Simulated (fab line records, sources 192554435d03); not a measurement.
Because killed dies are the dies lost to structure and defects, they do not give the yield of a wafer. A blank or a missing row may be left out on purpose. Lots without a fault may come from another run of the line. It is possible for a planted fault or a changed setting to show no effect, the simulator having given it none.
fab line records + flow n5_finfet
[record]
- lots = 7
- wafers = 39
route steps=1938 shown HKMG_FIN@438
start_h: hours from the record's opening day to when the first of the lot's shown wafers began + wait_h: hours since the lot's step before + " as in the row above + L1.1+2: a single row standing in for several wafers + - no value present, or no start provided + * or withheld: withheld + < > ~ a bound
route shown NAME@n: NAME is a module with steps in the file, n the number in the route of the first one + usual: mean and standard deviation over wafers with no fault + same: alike in all rows + chamber/n: place in a boat + sites: per-site readings + _std_site: how widely they spread, as a standard deviation + _edge_site: outer sites' mean less inner sites' + radius_mm: how far each site lies from the wafer's centre + mask NAME#n: copy n + behind: tool/chamber where the wafer was last shaped + hold: cause of the lot's hold/its duration in hours/its outcome + device: the transistor (n, p or np) that didn't switch + end of line: the route-end tests of the same wafers + for a step that has no rows: nothing shown but its recipe + killed: the dies lost at the first sort to structure and to defects; this is not the yield of the wafer + map: dies across one wafer; x = killed, . = not, _ = none there
set.NAME: setting as actually run; set.NAME@STEP: the setting as run at that earlier step + model.NAME: the simulator's own value behind a step, which no gauge read
lots whose settings were changed on purpose; a table a step, a row a wafer
[[steps]]
[step N5_HKMG_FIN_ETCH_35]
[recipe]
- chemistry = N2/H2
- target = SOC
- target_depth_a = 2158
- ion_energy_ev = 65
- bias_w = 5
- source_w = 3000
- time_s = 243.4
- pressure_mtorr = 30
- n2_flow_sccm = 200
- h2_flow_sccm = 200
[usual]
- rf_vpp_V = 141.6/1
| lot.wafer | tool        | chamber | start_h | wait_h | set.source_w | rf_vpp_V | model.etch.depth_nm | model.HKMG_FIN.feature_depth_nm | model.SOC_of_HKMG_FIN_COAT_29.thk_nm |
|-----------|-------------|---------|---------|--------|--------------|----------|---------------------|---------------------------------|--------------------------------------|
| L076.1    | rie_diel-04 | 1       | 86.12   | 0.0    | 3000         | 142.8    | 215.2               | 215.2                           | 84.4                                 |
| L076.2    | "           | 2       | "       | "      | 3570         | 133.1    | 247.1               | 247                             | 53.8                                 |
| L076.3    | "           | 0       | "       | "      | 3570         | 132.3    | 255.8               | 255.8                           | 43.8                                 |
| L076.4    | "           | 3       | "       | "      | 3570         | 134.0    | 248.6               | 248.6                           | 52.2                                 |
| L076.5    | "           | 0       | "       | "      | 3000         | 141.1    | 221                 | 221                             | 79                                   |
| L076.6    | "           | 1       | "       | "      | 3000         | 141.3    | 215.5               | 215.6                           | 85.2                                 |
| L079.1    | rie_diel-04 | 3       | 103.16  | 0.0    | 3000         | 143.8    | 214.5               | 214.4                           | 87.2                                 |
| L079.2    | "           | 1       | "       | "      | 3000         | 143.3    | 214.7               | 214.6                           | 86.6                                 |
| L079.3    | "           | 2       | "       | "      | 3000         | 143.2    | 215                 | 215                             | 85.8                                 |
| L079.4    | "           | 0       | "       | "      | 3000         | 141.4    | 222.1               | 222.2                           | 80                                   |
| L079.5    | "           | 3       | "       | "      | 3000         | 140.7    | 215.8               | 215.8                           | 85.2                                 |
| L079.6    | "           | 0       | "       | "      | 3000         | 142.0    | 223.3               | 223.4                           | 77                                   |
| L084.1    | rie_diel-03 | 0       | 136.37  | 0.0    | 2778         | 145.3    | 200.7               | 200.8                           | 99.8                                 |
| L084.2    | "           | 2       | "       | "      | 3000         | 141.3    | 218.4               | 218.4                           | 81.6                                 |
| L084.3    | "           | 3       | "       | "      | 3000         | 141.4    | 219.5               | 219.6                           | 80.6                                 |
| L084.4    | "           | 1       | "       | "      | 2778         | 146.7    | 203.5               | 203.6                           | 96.4                                 |
| L084.5    | "           | 2       | "       | "      | 3000         | 141.4    | 218.7               | 218.6                           | 81.2                                 |
| L084.6    | "           | 3       | "       | "      | 2778         | 143.5    | 205.7               | 205.8                           | 94.2                                 |
| L086.1    | rie_diel-03 | 3       | 147.28  | 0.0    | 2690         | 146.1    | 195.9               | 195.8                           | 105.8                                |
| L086.2    | "           | 0       | "       | "      | 3000         | 142.2    | 210                 | 210                             | 90.8                                 |
| L086.3    | "           | 2       | "       | "      | 2690         | 146.5    | 196.6               | 196.6                           | 103.8                                |
| L086.4    | "           | 0       | "       | "      | 3000         | 142.5    | 209.5               | 209.4                           | 90.6                                 |
| L086.5    | "           | 2       | "       | "      | 2690         | 148.8    | 195.9               | 196                             | 105.4                                |
| L086.6    | "           | 3       | "       | "      | 3000         | 139.9    | 215.4               | 215.4                           | 85.8                                 |
| L090.1    | rie_diel-01 | 2       | 175.53  | 0.0    | 3000         | 141.4    | 209.7               | 209.6                           | 90.6                                 |
| L090.2    | "           | 1       | "       | "      | 3000         | 141.3    | 215.9               | 215.8                           | 84                                   |
| L090.5    | "           | 3       | "       | "      | 3000         | 141.1    | 223.8               | 223.8                           | 75.8                                 |
| L092.1    | rie_diel-03 | 1       | 183.49  | 0.0    | 3000         | 141.3    | 218.3               | 218.4                           | 82                                   |
| L092.2    | "           | 2       | "       | "      | 2682         | 147.9    | 197.5               | 197.6                           | 103.8                                |
| L092.3    | "           | 0       | "       | "      | 3000         | 142.1    | 221.4               | 221.4                           | 79.6                                 |
| L092.4    | "           | 0       | "       | "      | 2682         | 148.2    | 200.5               | 200.6                           | 99.6                                 |
| L092.5    | "           | 2       | "       | "      | 2682         | 147.8    | 197.4               | 197.4                           | 103                                  |
| L092.6    | "           | 1       | "       | "      | 3000         | 141.3    | 219                 | 219                             | 81.2                                 |
| L096.1    | rie_diel-03 | 2       | 207.37  | 0.0    | 2743         | 148.2    | 200                 | 200                             | 99.6                                 |
| L096.2    | "           | 3       | "       | "      | 3000         | 141.0    | 214.6               | 214.6                           | 84.6                                 |
| L096.3    | "           | 1       | "       | "      | 3000         | 141.7    | 217.1               | 217                             | 82.4                                 |
| L096.4    | "           | 0       | "       | "      | 2743         | 147.0    | 202.8               | 202.8                           | 96                                   |
| L096.5    | "           | 2       | "       | "      | 2743         | 147.2    | 198                 | 198                             | 101.6                                |
| L096.6    | "           | 1       | "       | "      | 3000         | 142.2    | 217.1               | 217                             | 82.2                                 |
[[key]]
[split]
- step = N5_HKMG_FIN_ETCH_35
- setting = source_w
- stated = 3000
- by = wafer
[response]
- step = N5_HKMG_FIN_ETCH_35
- reading = rf_vpp_V
- change = -0.517
- per = 1%
- r = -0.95
[response]
- step = N5_HKMG_FIN_ETCH_35
- reading = model.etch.depth_nm
- change = +1.79
- per = 1%
- r = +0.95
[response]
- step = N5_HKMG_FIN_ETCH_35
- reading = model.HKMG_FIN.feature_depth_nm
- change = +1.79
- per = 1%
- r = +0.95
[response]
- step = N5_HKMG_FIN_ETCH_35
- reading = model.SOC_of_HKMG_FIN_COAT_29.thk_nm
- change = -1.79
- per = 1%
- r = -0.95
